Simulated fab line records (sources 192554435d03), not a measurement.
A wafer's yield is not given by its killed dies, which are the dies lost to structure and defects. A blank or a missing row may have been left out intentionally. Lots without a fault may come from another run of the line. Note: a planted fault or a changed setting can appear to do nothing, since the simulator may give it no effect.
fab line records ; flow n5_finfet
record: lots: 13; wafers: 39; last_day: 18
route steps=1938 shown FIN_SAQP@141 FIN_CUT@163 STI_FIN_REVEAL@200 DUMMY_GATE@218 PASSIVATION@1936
lots that met no fault: taken from a fault-free run of the same line
start_h: the number of hours between the record's first day and the start of the first shown wafer of the lot ; wait_h: hours from the lot's prior step to this one ; " as in the row above ; L1.1+2: one row covering several wafers at once ; - no value, or no start was given ; * or withheld: withheld ; < > ~ a bound
route shown NAME@n: a module of which the file shows steps, and the number in the route of the first ; usual: mean/standard deviation taken from wafers without a fault ; same: alike in all rows ; chamber/n: place in a boat ; sites: readings site by site ; _std_site: standard deviation across them ; _edge_site: mean of outer sites minus mean of inner sites ; radius_mm: for every site, how far away it sits from the centre of the wafer ; mask NAME#n: copy n ; behind: tool/chamber where the wafer was last shaped ; hold: why the lot went on hold/how many hours it stayed there/how the hold came to an end ; device: names the non-switching transistor (n, p or np) ; end of line: the route-end tests of the same wafers ; step lacking rows: just its recipe ; killed: dies that structure and defects cost at the first sort, which is not the same as the wafer's yield ; map: dies across one wafer; x = killed, . = not, _ = none there
set.NAME: setting as actually run; set.NAME@STEP: the setting as run at that earlier step ; model.NAME: the simulator's own value behind a step, which no gauge read
steps of the route over a sample of lots; a table a step, a row a wafer
services: a tool's chamber out of use, with start hour (start_h, from the record's first day; less than 0 if before it), hours out, and reason
== steps ==
step: N5_FIN_SAQP_CD_MEAS_31
recipe: target_cd_nm: 8; landing_energy_ev: 1000; detector: se_inlens; polarity: line
usual: cd_nm: 8.10/0.21
lot.wafer;tool;chamber;start_h;wait_h;cd_nm
L363.3;cd_sem-02;0;26.52;0.1;8.06
L363.4;cd_sem-02;0;26.52;0.1;7.95
L363.5;cd_sem-02;0;26.52;0.1;8.23
L364.2;cd_sem-02;0;32.61;0.1;7.99
L364.4;cd_sem-02;0;32.61;0.1;8.19
L364.6;cd_sem-02;0;32.61;0.1;8.11
L366.1;cd_sem-02;0;45.10;0.1;7.84
L366.2;cd_sem-02;0;45.10;0.1;7.97
L366.5;cd_sem-02;0;45.10;0.1;7.73
L367.1;cd_sem-03;0;52.25;0.1;8.02
L367.3;cd_sem-03;0;52.25;0.1;8.27
L367.4;cd_sem-03;0;52.25;0.1;8.09
L368.1;cd_sem-01;0;55.31;0.1;8.22
L368.2;cd_sem-01;0;55.31;0.1;8.33
L368.6;cd_sem-01;0;55.31;0.1;8.20
L369.1;cd_sem-02;0;61.71;0.1;8.07
L369.2;cd_sem-02;0;61.71;0.1;8.25
L369.5;cd_sem-02;0;61.71;0.1;7.47
L372.1;cd_sem-03;0;80.29;0.1;8.16
L372.5;cd_sem-03;0;80.29;0.1;8.44
L372.6;cd_sem-03;0;80.29;0.1;8.21
L374.3;cd_sem-03;0;95.97;0.1;7.92
L374.4;cd_sem-03;0;95.97;0.1;7.92
L374.6;cd_sem-03;0;95.97;0.1;8.31
L376.3;cd_sem-02;0;104.67;0.1;7.98
L376.4;cd_sem-02;0;104.67;0.1;8.02
L376.6;cd_sem-02;0;104.67;0.1;8.03
L377.3;cd_sem-03;0;109.67;0.1;8.32
L377.5;cd_sem-03;0;109.67;0.1;8.00
L377.6;cd_sem-03;0;109.67;0.1;8.11
L378.2;cd_sem-02;0;115.96;0.1;7.79
L378.4;cd_sem-02;0;115.96;0.1;7.98
L378.5;cd_sem-02;0;115.96;0.1;7.74
L380.1;cd_sem-03;0;130.69;0.1;7.95
L380.3;cd_sem-03;0;130.69;0.1;8.05
L380.4;cd_sem-03;0;130.69;0.1;7.90
L382.3;cd_sem-01;0;153.68;0.1;8.06
L382.5;cd_sem-01;0;153.68;0.1;7.95
L382.6;cd_sem-01;0;153.68;0.1;8.20
step: N5_FIN_CUT_CD_MEAS_08
recipe: target_cd_nm: 29.1; landing_energy_ev: 500; detector: se_inlens; polarity: opening
usual: cd_nm: 29.00/0.22
lot.wafer;tool;chamber;start_h;wait_h;cd_nm
L363.3;cd_sem-01;0;27.53;-;29.04
L363.4;cd_sem-01;0;27.53;-;29.12
L363.5;cd_sem-01;0;27.53;-;28.78
L364.2;cd_sem-01;0;33.70;-;28.66
L364.4;cd_sem-01;0;33.70;-;29.08
L364.6;cd_sem-01;0;33.70;-;28.76
L366.1;cd_sem-01;0;46.12;-;28.47
L366.2;cd_sem-01;0;46.12;-;28.80
L366.5;cd_sem-01;0;46.12;-;29.00
L367.1;cd_sem-03;0;53.14;-;29.01
L367.3;cd_sem-03;0;53.14;-;28.90
L367.4;cd_sem-03;0;53.14;-;29.00
L368.1;cd_sem-01;0;56.32;-;28.95
L368.2;cd_sem-01;0;56.32;-;29.17
L368.6;cd_sem-01;0;56.32;-;29.47
L369.1;cd_sem-01;0;62.60;-;29.21
L369.2;cd_sem-01;0;62.60;-;29.35
L369.5;cd_sem-01;0;62.60;-;29.08
L372.1;cd_sem-02;0;81.17;-;28.77
L372.5;cd_sem-02;0;81.17;-;28.44
L372.6;cd_sem-02;0;81.17;-;29.03
L374.3;cd_sem-01;0;96.96;-;29.20
L374.4;cd_sem-01;0;96.96;-;29.19
L374.6;cd_sem-01;0;96.96;-;29.22
L376.3;cd_sem-02;0;105.56;-;29.17
L376.4;cd_sem-02;0;105.56;-;29.04
L376.6;cd_sem-02;0;105.56;-;29.48
L377.3;cd_sem-03;0;110.61;-;28.96
L377.5;cd_sem-03;0;110.61;-;28.83
L377.6;cd_sem-03;0;110.61;-;28.95
L378.2;cd_sem-02;0;116.89;-;28.90
L378.4;cd_sem-02;0;116.89;-;29.20
L378.5;cd_sem-02;0;116.89;-;28.99
L380.1;cd_sem-01;0;131.63;-;29.25
L380.3;cd_sem-01;0;131.63;-;29.14
L380.4;cd_sem-01;0;131.63;-;29.10
L382.3;cd_sem-02;0;154.64;-;28.48
L382.5;cd_sem-02;0;154.64;-;28.98
L382.6;cd_sem-02;0;154.64;-;28.62
step: N5_STI_FIN_REVEAL_OXIDATION_31
recipe: chemistry: O2_PLASMA_REMOTE; temp_c: 150; time_s: 20; pressure_mtorr: 1000; source_power_w: 2000; o2_flow_sccm: 3000
usual: chamber_pressure_mTorr: 1000.1/0.95; drypump_motor_current_A: 5.25/0.2; heater_power_w: 148/8.4
lot.wafer;tool;chamber;start_h;wait_h;chamber_pressure_mTorr;drypump_motor_current_A;heater_power_w;rf_hours_counter_h
L363.3;plasma_asher-02;0;36.91;0.1;998.5;5.38;154;-
L363.4;plasma_asher-02;1;36.91;0.1;1000.5;5.34;157;-
L363.5;plasma_asher-02;1;36.91;0.1;1000.4;5.34;159;-
L364.2;plasma_asher-02;0;43.42;0.0;998.9;5.39;149;30
L364.4;plasma_asher-02;0;43.42;0.0;1000.5;5.39;153;-
L364.6;plasma_asher-02;0;43.42;0.0;1001.0;5.43;147;-
L366.1;plasma_asher-01;1;57.09;0.0;1000.1;4.91;134;84
L366.2;plasma_asher-01;0;57.09;0.0;1000.7;5.35;151;84
L366.5;plasma_asher-01;0;57.09;0.0;998.8;5.36;153;-
L367.1;plasma_asher-01;0;62.46;0.0;-;-;-;-
L367.3;plasma_asher-01;0;62.46;0.0;-;-;-;-
L367.4;plasma_asher-01;1;62.46;0.0;-;-;-;-
L368.1;plasma_asher-01;1;66.17;0.0;-;-;-;-
L368.2;plasma_asher-01;0;66.17;0.0;-;-;-;-
L368.6;plasma_asher-01;1;66.17;0.0;-;-;-;-
L369.1;plasma_asher-01;0;71.71;0.0;-;-;-;-
L369.2;plasma_asher-01;1;71.71;0.0;-;-;-;-
L369.5;plasma_asher-01;1;71.71;0.0;-;-;-;-
L372.1;plasma_asher-01;0;90.50;0.0;1000.2;5.37;148;90
L372.5;plasma_asher-01;0;90.50;0.0;1000.8;5.35;149;-
L372.6;plasma_asher-01;1;90.50;0.0;1000.2;4.89;138;-
L374.3;plasma_asher-01;1;107.88;0.1;999.1;4.91;134;-
L374.4;plasma_asher-01;0;107.88;0.1;1000.4;5.37;148;-
L374.6;plasma_asher-01;1;107.88;0.1;1001.0;4.91;134;-
L376.3;plasma_asher-01;1;115.84;0.1;1001.1;4.91;136;-
L376.4;plasma_asher-01;0;115.84;0.1;1001.2;5.35;155;-
L376.6;plasma_asher-01;1;115.84;0.1;999.5;4.91;137;-
L377.3;plasma_asher-02;1;120.22;0.4;999.6;5.33;157;-
L377.5;plasma_asher-02;0;120.22;0.4;1001.2;5.42;152;-
L377.6;plasma_asher-02;1;120.22;0.4;999.7;5.34;159;-
L378.2;plasma_asher-01;0;126.27;0.0;999.3;5.39;148;96
L378.4;plasma_asher-01;1;126.27;0.0;999.3;4.89;136;-
L378.5;plasma_asher-01;0;126.27;0.0;1001.2;5.38;148;-
L380.1;plasma_asher-01;0;151.86;0.0;999.5;5.36;153;99
L380.3;plasma_asher-01;0;151.86;0.0;1001.0;5.35;149;-
L380.4;plasma_asher-01;1;151.86;0.0;999.3;4.91;136;-
L382.3;plasma_asher-01;1;164.18;0.1;999.1;4.89;136;-
L382.5;plasma_asher-01;1;164.18;0.1;999.2;4.90;136;-
L382.6;plasma_asher-01;0;164.18;0.1;1001.3;5.36;147;-
step: N5_STI_FIN_REVEAL_CD_MEAS_22
recipe: target_cd_nm: 6.238; pitch_nm: 28; polarity: line
usual: cd_nm: 6.29/0.24
lot.wafer;tool;chamber;start_h;wait_h;cd_nm
L363.3;cd_sem-01;-;37.41;0.0;5.94
L363.4;cd_sem-01;-;37.41;0.0;6.40
L363.5;cd_sem-01;-;37.41;0.0;5.99
L364.2;cd_sem-01;-;43.94;0.0;5.91
L364.4;cd_sem-01;-;43.94;0.0;6.31
L364.6;cd_sem-01;-;43.94;0.0;6.73
L366.1;cd_sem-02;-;57.65;0.0;6.37
L366.2;cd_sem-02;-;57.65;0.0;6.40
L366.5;cd_sem-02;-;57.65;0.0;6.12
L367.1;cd_sem-02;-;62.98;0.0;7.10
L367.3;cd_sem-02;-;62.98;0.0;7.53
L367.4;cd_sem-02;-;62.98;0.0;7.42
L368.1;cd_sem-03;-;66.68;0.0;7.42
L368.2;cd_sem-03;-;66.68;0.0;7.55
L368.6;cd_sem-03;-;66.68;0.0;7.33
L369.1;cd_sem-01;-;72.23;0.0;6.90
L369.2;cd_sem-01;-;72.23;0.0;7.58
L369.5;cd_sem-01;-;72.23;0.0;7.21
L372.1;cd_sem-03;-;91.02;0.0;6.40
L372.5;cd_sem-03;-;91.02;0.0;6.22
L372.6;cd_sem-03;-;91.02;0.0;5.99
L374.3;cd_sem-01;-;108.37;0.0;6.46
L374.4;cd_sem-01;-;108.37;0.0;5.92
L374.6;cd_sem-01;-;108.37;0.0;6.53
L376.3;cd_sem-03;-;116.40;0.0;6.12
L376.4;cd_sem-03;-;116.40;0.0;6.44
L376.6;cd_sem-03;-;116.40;0.0;5.99
L377.3;cd_sem-02;-;120.78;0.0;6.27
L377.5;cd_sem-02;-;120.78;0.0;6.06
L377.6;cd_sem-02;-;120.78;0.0;6.52
L378.2;cd_sem-03;-;126.84;0.0;6.22
L378.4;cd_sem-03;-;126.84;0.0;6.56
L378.5;cd_sem-03;-;126.84;0.0;6.11
L380.1;cd_sem-01;-;152.38;0.0;6.11
L380.3;cd_sem-01;-;152.38;0.0;6.42
L380.4;cd_sem-01;-;152.38;0.0;6.32
L382.3;cd_sem-01;-;164.69;0.0;6.88
L382.5;cd_sem-01;-;164.69;0.0;6.33
L382.6;cd_sem-01;-;164.69;0.0;6.27
step: N5_DUMMY_GATE_CMP_04
recipe: material: a-Si; post_cmp_clean: alkaline_brush
usual: motor_current_A: 10.2/1.1; pad_life_wafers: 1028/470; time_to_endpoint_s: 13.5/2.1
lot.wafer;tool;chamber;start_h;wait_h;motor_current_A;pad_life_wafers;time_to_endpoint_s
L363.3;cmp-04;0;42.31;0.0;10.6;366;14.8
L363.4;cmp-04;2;42.31;0.0;9.3;368;13.1
L363.5;cmp-04;0;42.31;0.0;10.8;-;16.8
L364.4;cmp-01;0;50.26;0.1;8.8;25;13.9
L364.2;cmp-01;2;50.26;0.1;10.9;27;14.3
L364.6;cmp-01;3;50.26;0.1;9.8;-;16.0
L366.2;cmp-02;2;62.28;0.1;11.9;1345;14.4
L366.1;cmp-02;3;62.28;0.1;9.5;1346;12.6
L366.5;cmp-02;1;62.28;0.1;8.9;-;16.0
L367.4;cmp-04;3;67.05;0.0;10.2;642;14.0
L367.1;cmp-04;0;67.05;0.0;10.9;643;13.8
L367.3;cmp-04;2;67.05;0.0;9.3;645;15.2
L369.2;cmp-02;3;76.28;0.0;9.2;1476;16.5
L369.1;cmp-02;2;76.28;0.0;12.7;1479;15.6
L369.5;cmp-02;0;76.28;0.0;12.7;-;15.4
L372.1;cmp-02;0;95.07;0.0;12.7;1584;14.6
L372.6;cmp-02;0;95.07;0.0;12.5;-;12.2
L372.5;cmp-02;1;95.07;0.0;8.8;-;13.1
L374.3;cmp-04;3;112.44;0.0;9.8;978;11.3
L374.4;cmp-04;2;112.44;0.0;9.3;981;13.0
L374.6;cmp-04;0;112.44;0.0;10.0;-;13.1
L376.3;cmp-04;0;121.81;0.1;10.0;1075;13.2
L376.4;cmp-04;1;121.81;0.1;10.5;1076;11.7
L376.6;cmp-04;0;121.81;0.1;10.8;-;14.3
L377.3;cmp-04;2;125.14;0.0;9.1;1092;11.0
L377.5;cmp-04;2;125.14;0.0;9.2;-;12.1
L377.6;cmp-04;3;125.14;0.0;10.0;-;10.9
L378.2;cmp-04;0;131.02;0.1;11.1;1135;16.6
L378.4;cmp-04;1;131.02;0.1;10.4;1136;12.8
L378.5;cmp-04;0;131.02;0.1;10.2;-;17.5
L380.4;cmp-04;2;156.44;0.0;9.0;1260;10.0
L380.3;cmp-04;3;156.44;0.0;9.5;1261;12.5
L380.1;cmp-04;1;156.44;0.0;10.8;1263;9.3
L382.3;cmp-04;3;170.56;0.0;9.5;1392;11.3
L382.5;cmp-04;3;170.56;0.0;9.6;-;12.4
L382.6;cmp-04;0;170.56;0.0;10.6;-;14.2
step: N5_PASSIVATION_PROBE_49
usual: killed_at_M0_to_M3: 37/12; killed_at_M4_up: 15/5.6; killed_at_contacts: 13/6.9; killed_at_front_end: 40/11; killed_at_other: 4/3.2; killed_dies: 109/20; killed_open: 73/15; killed_short: 35/8.3
same: gross_dies: 1180; killed_at_back_side: 0
lot.wafer;tool;chamber;start_h;wait_h;killed_at_M0_to_M3;killed_at_M4_up;killed_at_contacts;killed_at_front_end;killed_at_other;killed_dies;killed_open;killed_short
L380.1;prober-01;-;431.19;0.0;20;26;16;44;7;113;79;33
L380.3;prober-01;-;431.29;0.1;24;21;9;38;2;94;57;37
L380.4;prober-01;-;431.34;0.2;48;10;8;51;2;119;80;38
killed by level:class
L380.1 MOL_CONTACT_COAG:geometric_particle:open=13 STI_FIN_REVEAL:geometric_particle:open=9 BEOL_M4:geometric_particle:open=9 FIN_SAQP:geometric_particle:open=7 FIN_SAQP:geometric_particle:short=6 BEOL_M3:geometric_particle:open=6 BEOL_M5:geometric_particle:open=6 BEOL_M7:geometric_particle:open=5
L380.3 BEOL_M4:geometric_particle:open=15 FIN_SAQP:geometric_particle:open=12 FIN_SAQP:geometric_particle:short=7 MOL_CONTACT_COAG:geometric_particle:open=6 BEOL_M0_SAQP:geometric_particle:short=6 BEOL_M0_SAQP:geometric_particle:open=5 STI_FIN_REVEAL:geometric_particle:open=4 BEOL_M3:geometric_particle:open=4
L380.4 FIN_SAQP:geometric_particle:open=18 FIN_SAQP:geometric_particle:short=15 BEOL_M0_SAQP:geometric_particle:open=11 BEOL_M0_SAQP:geometric_particle:short=10 STI_FIN_REVEAL:geometric_particle:open=7 MOL_CONTACT_COAG:geometric_particle:open=7 BEOL_M1:geometric_particle:open=7 BEOL_M3:geometric_particle:open=7
== services ==
tool;chamber;start_h;hours;kind
cmp-04;-;27.61;10.2;pm
cmp-01;-;42.78;4.0;pm
plasma_asher-01;-;45.23;0.5;repair
cmp-01;-;46.78;-;consumable_replace:conditioner
cmp-01;-;46.78;-;consumable_replace:pad
cmp-04;-;48.02;4.8;pm
cmp-01;-;52.97;7.4;pm
cmp-01;-;61.10;4.2;repair
cmp-01;-;73.26;3.4;repair
cmp-02;-;75.15;0.4;repair
cmp-01;-;84.22;0.6;repair
cmp-02;-;85.64;1.9;repair
cmp-01;-;95.81;1.8;repair
plasma_asher-01;-;117.74;3.1;repair
cmp-02;-;126.43;1.0;repair
cmp-04;-;128.60;1.1;repair
plasma_asher-02;-;150.58;0.7;repair
cmp-02;-;151.32;1.7;repair
== key ==
first_sign: step: N5_STI_FIN_REVEAL_OXIDATION_31; reading: tool_record; direction: missing
effect: step: N5_STI_FIN_REVEAL_CD_MEAS_22; reading: cd_nm; direction: up; sigmas: 4.3; usual: 6.29; struck: 7.34
met_at N5_STI_FIN_REVEAL_OXIDATION_31
struck_lots L367,L368,L369
rows_end L367.1,L367.3,L367.4,L368.1,L368.2,L368.6
tester_left_out L369
not_acting_at N5_FIN_SAQP_CD_MEAS_31,N5_FIN_CUT_CD_MEAS_08,N5_DUMMY_GATE_CMP_04
onset_between 57.09 62.46
fault: kind: skipped_step_whole; tool: plasma_asher-01; chamber: -; onset_h: 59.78; steps: N5_STI_FIN_REVEAL_OXIDATION_31; scope: struck_lots_only
tester_left_out: of these lots the tester's yield and bins aren't shown, on N5 and GAA mostly nor the transistor test; their killed dies are dies lost to structure and defects alone, not to doping, threshold or leakage, so they don't give the yield
rows_end: these wafers met a further fault down the route, and their rows from its step on are left out
